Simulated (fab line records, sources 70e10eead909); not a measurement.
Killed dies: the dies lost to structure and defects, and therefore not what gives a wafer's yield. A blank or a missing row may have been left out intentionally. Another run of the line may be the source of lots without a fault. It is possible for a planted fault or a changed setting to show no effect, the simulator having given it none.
Which tool is to blame? | flow nand harc | 72 wafers from 24 lots sampled at 5 of the route's 1302 steps

== WHAT THE GAUGES SHOWED, per wafer ==
NHARC_A_SLIT_INSPECT_11. Usual: 57 for raw defect count, sd 26.
lot  | measured     | on                | raw defect count | flag
L075 | day 20 10:07 | defect inspect-01 | 65 54 74         |
L074 | day 20 10:55 | defect inspect-01 | 26 33 17         |
L076 | day 20 11:59 | defect inspect-02 | 53 59 51         |
L077 | day 21 14:25 | defect inspect-02 | 58 73 56         |
L082 | day 23 18:40 | defect inspect-01 | 83 81 72         |
L081 | day 23 19:28 | defect inspect-01 | 12 21 16         |
L078 | day 23 22:13 | defect inspect-01 | 80 103 89        |
L084 | day 24 11:46 | defect inspect-02 | 95 85 72         |
L080 | day 24 11:55 | defect inspect-01 | 87 82 78         |
L083 | day 24 15:34 | defect inspect-02 | 37 51 38         |
L079 | day 25 09:35 | defect inspect-01 | 20 10 19         |
L085 | day 25 09:50 | defect inspect-01 | 75 81 69         |
L086 | day 25 12:53 | defect inspect-01 | 38 42 51         |
L088 | day 25 13:44 | defect inspect-02 | 65 66 66         |
L087 | day 25 17:30 | defect inspect-01 | 52 43 47         |
L089 | day 25 21:51 | defect inspect-01 | 80 85 100        |
L090 | day 26 02:29 | defect inspect-02 | 66 65 70         |
L091 | day 26 03:53 | defect inspect-02 | 76 55 63         |
L092 | day 27 11:05 | defect inspect-02 | 51 84 58         |
L093 | day 27 22:40 | defect inspect-01 | 37 41 31         |
L094 | day 27 23:37 | defect inspect-02 | 91 86 67         |
L095 | day 29 10:38 | defect inspect-01 | 11 12 12         |
L096 | day 29 12:33 | defect inspect-02 | 82 84 98         |
L097 | day 30 22:29 | defect inspect-02 | 24 10 13         |

NHARC_A_SIN_REMOVE_INSPECT_04. Usual: 376 for raw defect count, sd 80.
lot  | measured     | on                | raw defect count | flag
L075 | day 20 23:13 | defect inspect-02 | 423 382 410      |
L074 | day 20 23:12 | defect inspect-02 | 227 235 349      |
L076 | day 21 02:52 | defect inspect-02 | 273 349 346      |
L077 | day 22 03:27 | defect inspect-02 | 389 502 349      |
L082 | day 24 08:07 | defect inspect-02 | 299 307 378      |
L081 | day 24 11:56 | defect inspect-02 | 366 326 309      |
L078 | day 24 15:46 | defect inspect-02 | 298 355 258      |
L084 | day 25 00:52 | defect inspect-01 | 365 439 289      |
L080 | day 25 04:35 | defect inspect-01 | 290 298 341      |
L083 | day 25 08:34 | defect inspect-02 | 576 403 330      |
L079 | day 25 22:37 | defect inspect-02 | 414 507 339      |
L085 | day 25 22:37 | defect inspect-01 | 440 425 356      |
L086 | day 26 02:58 | defect inspect-02 | 347 385 373      |
L088 | day 26 08:17 | defect inspect-01 | 350 460 491      |
L087 | day 26 08:17 | defect inspect-02 | 287 377 342      |
L089 | day 26 11:55 | defect inspect-02 | 437 390 406      |
L090 | day 26 15:42 | defect inspect-02 | 383 399 374      |
L091 | day 26 18:41 | defect inspect-02 | 543 439 461      |
L092 | day 28 00:07 | defect inspect-02 | 268 324 328      |
L093 | day 28 11:37 | defect inspect-01 | 496 356 370      |
L094 | day 28 11:37 | defect inspect-02 | 566 457 368      |
L095 | day 30 00:01 | defect inspect-02 | 492 232 295      |
L096 | day 30 00:01 | defect inspect-01 | 392 504 455      |
L097 | day 31 11:27 | defect inspect-01 | 391 360 374      |

NHARC_A_CONTACT_OVL_MEAS_43. Usual: overlay x nm 0.0 nm, standard deviation 0.97; overlay y nm -0.4 nm, standard deviation 0.77.
lot  | measured     | on         | overlay x nm (nm) | overlay y nm (nm) | flag
L075 | day 21 23:47 | overlay-02 | -0.9 -0.7 -0.5    | -0.7 -0.2 -0.7    |
L074 | day 22 00:38 | overlay-01 | -0.1 0.8 0.1      | 0.8 0.1 0.7       |
L076 | day 22 06:31 | overlay-01 | -0.9 -1.9 -1.3    | -1.4 -0.7 -1.0    |
L077 | day 23 04:21 | overlay-02 | -0.7 -0.8 -0.8    | -0.6 -0.5 -0.8    |
L082 | day 25 09:10 | overlay-01 | 1.1 1.7 1.0       | -0.5 -0.4 -0.4    |
L081 | day 25 16:20 | overlay-01 | -1.7 -1.4 -1.9    | -1.3 -0.9 -1.6    |
L078 | day 25 17:08 | overlay-01 | 0.2 0.0 0.4       | 0.4 0.0 -0.7      |
L084 | day 26 01:01 | overlay-01 | 0.4 0.4 0.8       | 0.0 -0.7 -1.0     |
L080 | day 26 08:37 | overlay-01 | -0.5 -0.8 -0.3    | 0.0 0.2 0.6       |
L083 | day 26 17:34 | overlay-02 | 0.1 0.3 -0.3      | -1.0 -1.0 -1.0    |
L079 | day 27 06:02 | overlay-02 | 0.3 -0.4 -0.3     | 1.6 2.0 1.6       |
L085 | day 27 05:06 | overlay-02 | 1.1 0.4 1.2       | 0.6 0.9 0.1       |
L086 | day 27 05:52 | overlay-02 | 1.5 2.2 1.7       | -0.8 -1.0 -1.2    |
L088 | day 27 15:11 | overlay-01 | 1.4 1.0 1.3       | -1.0 -0.9 -0.2    |
L087 | day 27 15:02 | overlay-02 | -1.1 -0.7 -0.6    | -0.5 -0.9 -0.2    |
L089 | day 27 19:43 | overlay-01 | -0.7 -0.3 -1.2    | -0.7 0.0 -0.2     |
L090 | day 28 00:52 | overlay-02 | 2.1 1.5 1.9       | -0.2 -0.3 -0.7    |
L091 | day 28 07:46 | overlay-01 | -1.7 -1.6 -1.3    | 0.2 0.4 0.5       |
L092 | day 29 08:35 | overlay-02 | 0.0 -0.3 -0.5     | 0.7 0.7 0.8       |
L093 | day 29 16:38 | overlay-01 | -0.8 -0.2 -0.7    | -0.1 -0.3 0.1     |
L094 | day 29 16:52 | overlay-01 | -0.6 0.0 0.2      | -1.3 -1.6 -1.3    |
L095 | day 31 02:53 | overlay-01 | -0.1 0.5 0.1      | -0.9 -0.3 -0.8    |
L096 | day 31 03:02 | overlay-02 | 0.9 0.9 1.6       | -1.1 -1.3 -1.5    |
L097 | day 32 12:48 | overlay-02 | 0.4 -0.1 0.6      | 0.1 0.0 0.3       |

== WHICH TOOL RAN EACH LOT (tool, then ch and the chambers of the sampled wafers, then the start) ==
lot  | NHARC_A_WL_FILL_ETCHBACK_05       | NHARC_A_WL_FILL_CVD_20
L075 | rie metal-01 ch 0,1, day 21 00:58 | cvd w-01 ch 0,1, day 21 23:47 or earlier
L074 | rie metal-03 ch 1, day 21 01:01   | cvd w-02 ch 0,1, day 22 00:38 or earlier
L076 | rie metal-01 ch 1, day 21 05:55   | cvd w-01 ch 0,1, day 22 06:31 or earlier
L077 | rie metal-03 ch 1, day 22 05:16   | cvd w-02 ch 0,1, day 23 04:21 or earlier
L082 | rie metal-03 ch 0, day 24 09:43   | cvd w-02 ch 0,1, day 25 09:10 or earlier
L081 | rie metal-01 ch 0, day 24 15:53   | cvd w-02 ch 0,1, day 25 16:20 or earlier
L078 | rie metal-02 ch 0,1, day 24 17:22 | cvd w-01 ch 0, day 25 17:08 or earlier
L084 | rie metal-02 ch 0,1, day 25 02:40 | cvd w-02 ch 0, day 26 01:01 or earlier
L080 | rie metal-03 ch 0,1, day 25 06:12 | cvd w-02 ch 0,1, day 26 08:37 or earlier
L083 | rie metal-01 ch 0,1, day 25 10:10 | cvd w-01 ch 0,1, day 26 17:34 or earlier
L079 | rie metal-03 ch 0,1, day 26 00:11 | cvd w-02 ch 0,1, day 27 06:02 or earlier
L085 | rie metal-01 ch 0,1, day 26 00:29 | cvd w-01 ch 0,1, day 27 05:06 or earlier
L086 | rie metal-02 ch 0,1, day 26 04:44 | cvd w-01 ch 0,1, day 27 05:52 or earlier
L088 | rie metal-01 ch 0,1, day 26 10:04 | cvd w-01 ch 0,1, day 27 15:11 or earlier
L087 | rie metal-03 ch 0,1, day 26 09:52 | cvd w-02 ch 0,1, day 27 15:02 or earlier
L089 | rie metal-03 ch 0,1, day 26 13:43 | cvd w-01 ch 0,1, day 27 19:43 or earlier
L090 | rie metal-01 ch 0, day 26 17:18   | cvd w-01 ch 0,1, day 28 00:52 or earlier
L091 | rie metal-03 ch 0,1, day 26 21:48 | cvd w-01 ch 0,1, day 28 07:46 or earlier
L092 | rie metal-02 ch 0,1, day 28 01:48 | cvd w-02 ch 0,1, day 29 08:35 or earlier
L093 | rie metal-02 ch 0,1, day 28 13:13 | cvd w-02 ch 0,1, day 29 16:38 or earlier
L094 | rie metal-03 ch 0,1, day 28 13:23 | cvd w-02 ch 0,1, day 29 16:52 or earlier
L095 | rie metal-02 ch 0,1, day 30 01:46 | cvd w-02 ch 0,1, day 31 02:53 or earlier
L096 | rie metal-01 ch 0,1, day 30 01:37 | cvd w-02 ch 0,1, day 31 03:02 or earlier
L097 | rie metal-03 ch 0,1, day 31 13:04 | cvd w-02 ch 0,1, day 32 12:48 or earlier
- NHARC_A_WL_FILL_ETCHBACK_05: etches the open film in Cl2/BCl3, target depth 22 nm, time 60 s.
- NHARC_A_WL_FILL_CVD_20: deposits W, target thk 100 nm, time 74 s.

== WHAT THE TOOLS THEMSELVES READ (means of the sampled wafers that have a number; where no wafer has one, the mark that the record gives instead) ==
NHARC_A_WL_FILL_ETCHBACK_05. Usual: drypump motor current A 5.4 A, standard deviation 0.45; oes product au 0.999 a.u., standard deviation 0.0099.
lot  | tool         | drypump motor current A (A) | oes product au (a.u.) | flag
L075 | rie metal-01 | 5.3                         | 1.002                 |
L074 | rie metal-03 | 4.9                         | 0.989                 |
L076 | rie metal-01 | 5.4                         | 1.006                 |
L077 | rie metal-03 | 4.9                         | 1.001                 |
L082 | rie metal-03 | 5.5                         | 0.993                 |
L081 | rie metal-01 | 5.0                         | 0.985                 |
L078 | rie metal-02 | 6.0                         | 1.001                 |
L084 | rie metal-02 | 6.1                         | 0.996                 |
L080 | rie metal-03 | 5.3                         | 0.994                 |
L083 | rie metal-01 | 5.3                         | 1.005                 |
L079 | rie metal-03 | 5.1                         | 0.996                 |
L085 | rie metal-01 | 5.3                         | 1.018                 |
L086 | rie metal-02 | 6.0                         | 1.004                 |
L088 | rie metal-01 | 5.3                         | 1.018                 |
L087 | rie metal-03 | 5.3                         | 0.987                 |
L089 | rie metal-03 | 5.3                         | 0.992                 |
L090 | rie metal-01 | 5.0                         | 1.008                 |
L091 | rie metal-03 | 5.2                         | 0.994                 |
L092 | rie metal-02 | 6.1                         | 0.996                 |
L093 | rie metal-02 | 6.0                         | 0.998                 |
L094 | rie metal-03 | 5.3                         | 0.994                 |
L095 | rie metal-02 | 6.0                         | 0.989                 |
L096 | rie metal-01 | 5.3                         | 1.008                 |
L097 | rie metal-03 | 5.3                         | 0.996                 |

NHARC_A_WL_FILL_CVD_20. Usual: heater power w 869 W, standard deviation 47; mfc ar sccm 1558 sccm, standard deviation 5.2; mfc h2 sccm 1600 sccm, standard deviation 4.7; throttle valve pct 7.85 %, standard deviation 0.3.
lot  | tool     | heater power w (W) | mfc ar sccm (sccm) | mfc h2 sccm (sccm) | throttle valve pct (%) | flag
L075 | cvd w-01 | 825                | 1561               | 1601               | 8.27                   |
L074 | cvd w-02 | 880                | 1566               | 1602               | 7.56                   |
L076 | cvd w-01 | 827                | 1561               | 1604               | 8.20                   |
L077 | cvd w-02 | 927                | 1557               | 1602               | 7.62                   |
L082 | cvd w-02 | 875                | 1555               | 1595               | 7.52                   |
L081 | cvd w-02 | 923                | 1562               | 1592               | 7.77                   |
L078 | cvd w-01 | 851                | 1561               | 1606               | 7.97                   |
L084 | cvd w-02 | 850                | 1560               | 1606               | 7.79                   |
L080 | cvd w-02 | 884                | 1553               | 1600               | 7.68                   |
L083 | cvd w-01 | 832                | 1559               | 1599               | 7.94                   |
L079 | cvd w-02 | 915                | 1557               | 1603               | 7.57                   |
L085 | cvd w-01 | 829                | 1558               | 1601               | 8.01                   |
L086 | cvd w-01 | 839                | 1562               | 1596               | 7.97                   |
L088 | cvd w-01 | 835                | 1552               | 1599               | 8.04                   |
L087 | cvd w-02 | 878                | 1560               | 1603               | 7.74                   |
L089 | cvd w-01 | 818                | 1560               | 1594               | 8.11                   |
L090 | cvd w-01 | 830                | 1555               | 1602               | 8.24                   |
L091 | cvd w-01 | 840                | 1551               | 1601               | 8.06                   |
L092 | cvd w-02 | 887                | 1557               | 1601               | 7.58                   |
L093 | cvd w-02 | 877                | 1558               | 1601               | 7.55                   |
L094 | cvd w-02 | 889                | 1557               | 1605               | 7.52                   |
L095 | cvd w-02 | 902                | 1558               | 1598               | 7.70                   |
L096 | cvd w-02 | 882                | 1558               | 1598               | 7.61                   |
L097 | cvd w-02 | 905                | 1559               | 1594               | 7.80                   |

== THE ANSWER, worked out from the rows above alone ==
Rule: take the mean of a lot's wafers that have a number; if it is more than 3 standard deviations from the usual mean, the lot is off. Also off: a lot with no number at a reading for which 4 or more lots have one. Where the step has rows for the other lots, those lots are counted as sound. After the gauges, taken in route order, come the tools' own readings; for these a lot's mean is taken, as printed above. At the first step where some lot is off, the reading lying furthest off is the one used; lots without a number count as furthest.
No lot is off at any reading shown: from this, nothing can be told.

== WHAT THE SIMULATOR HAD INSERTED ==
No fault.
